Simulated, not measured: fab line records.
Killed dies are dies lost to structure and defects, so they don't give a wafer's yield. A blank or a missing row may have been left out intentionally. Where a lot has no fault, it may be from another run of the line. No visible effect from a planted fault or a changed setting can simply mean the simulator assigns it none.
Matching of chambers | flow n5Finfet | N5_BEOL_M10_DEP_56 on pecvd-04 has 3 sister chambers
The step deposits SiCN from 3MS/NH3, target thk 15 nm, time 26.5 s. 14 wafers are shown with their chamber, then 7 later ones without.

## WAFERS WITH THEIR CHAMBER
wafer  | chamber | throttleValvePct (%) | showerheadPlenumPTorr (Torr) | chamberPressureTorr (Torr)
L074.1 | 2       | 8.6                  | 3.676                        | 3.008
L074.2 | 0       | 9.6                  | 3.670                        | 3.004
L074.5 | 1       | 8.9                  | 3.685                        | 3.005
L083.2 | 0       | 9.7                  | 3.667                        | 2.989
L083.5 | 2       | 8.6                  | 3.674                        | 3.004
L083.6 | 1       | 8.6                  | 3.655                        | 2.997
L087.2 | 1       | 8.9                  | 3.666                        | 3.000
L087.3 | 1       | 8.8                  | 3.667                        | 3.000
L087.6 | 2       | 8.5                  | 3.679                        | 3.004
L086.3 | 2       | 8.3                  | 3.671                        | 3.007
L086.4 | 2       | 8.3                  | 3.675                        | 3.004
L086.5 | 1       | 8.8                  | 3.672                        | 3.006
L091.1 | 0       | 9.7                  | 3.666                        | 3.011
L091.4 | 2       | 8.5                  | 3.674                        | 3.016

SIGNATURES (averages over the wafers above)
reading               | chamber 0 | chamber 1 | chamber 2 | scatter within a chamber
throttleValvePct      | 9.667     | 8.800     | 8.467     | 0.121
showerheadPlenumPTorr | 3.66767   | 3.66900   | 3.67483   | 0.00686
chamberPressureTorr   | 3.00133   | 3.00160   | 3.00717   | 0.00617
Rule: a wafer's distance from a chamber is the root of the sum, over the readings, of the square of ((its reading less the chamber's mean) divided by the reading's scatter). If the next closest chamber is less than 2 further off than the closest, the wafer can't be placed; otherwise it belongs to the closest. The scatter: the root of (the sum of the squares of (reading less its chamber's mean) over the shown wafers, divided by (wafers less chambers)).

## WAFERS WITH NO CHAMBER GIVEN
wafer  | throttleValvePct (%) | showerheadPlenumPTorr (Torr) | chamberPressureTorr (Torr)
L091.6 | 8.8                  | 3.660                        | 2.998
L092.3 | 9.1                  | 3.664                        | 3.001
L092.4 | 8.8                  | 3.672                        | 2.989
L092.6 | 9.8                  | 3.664                        | 3.002
L094.1 | 9.7                  | 3.666                        | 3.000
L094.5 | 9.8                  | 3.662                        | 3.002
L094.6 | 8.4                  | 3.668                        | 3.011

## CHAMBER TAKEN BY EACH
wafer  | from the rows above     | in truth
L091.6 | 1                       | 1
L092.3 | 1                       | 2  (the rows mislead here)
L092.4 | can't be placed: 1 or 2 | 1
L092.6 | 0                       | 0
L094.1 | 0                       | 0
L094.5 | 0                       | 0
L094.6 | 2                       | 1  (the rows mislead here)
Correct placement for 4 of the 7. Can't be placed from these rows: 1 (the true chamber is among the candidates in 1). Number placed wrongly: 2.
